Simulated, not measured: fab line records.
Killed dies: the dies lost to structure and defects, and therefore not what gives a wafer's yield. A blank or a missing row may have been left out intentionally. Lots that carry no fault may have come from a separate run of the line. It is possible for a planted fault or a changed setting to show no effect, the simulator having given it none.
Matching of chambers	flow nand_harc	rie_diel-12 running NHARC_A_CHANNEL_HOLE_D1_DESCUM_15: 4 sister chambers
The step chemistry O2, time 3 s. 4 wafers are shown with their chamber, then 8 later ones without.

WAFERS, EACH WITH ITS CHAMBER
wafer	chamber	drypump_motor_current_A (A)
L404.1	2	5.68
L406.2	1	5.70
L406.5	3	5.87
L409.1	0	5.44

WAFERS WITHOUT THEIR CHAMBER
wafer	drypump_motor_current_A (A)
L409.2	5.74
L409.3	5.66
L416.1	5.67
L416.2	5.68
L416.4	5.82
L417.2	5.86
L417.4	5.67
L417.6	5.43

THE CHAMBER EACH PASSED THROUGH
wafer	from the rows above	in truth
L409.2	can't be placed: 1 or 2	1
L409.3	can't be placed: 2 or 1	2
L416.1	can't be placed: 2 or 1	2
L416.2	can't be placed: 2 or 1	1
L416.4	3	3
L417.2	3	3
L417.4	can't be placed: 2 or 1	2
L417.6	0	0
Placed correctly: 3 of 8. From these rows, 5 cannot be placed; in 5 the true chamber is one of the candidates. Placed wrongly: 0.
How it was worked out, from the rows above alone: a wafer's distance from a chamber is the root of the sum, over the readings, of the square of ((its reading less the chamber's mean) divided by the reading's scatter). The wafer belongs to the nearest chamber; if the next one is less than 2 further off, it can't be placed. Each chamber's mean is taken over the wafers shown for it. The scatter (one wafer shown for each chamber): square how far every hidden wafer sits from the nearest shown wafer, average those squares and take the square root.
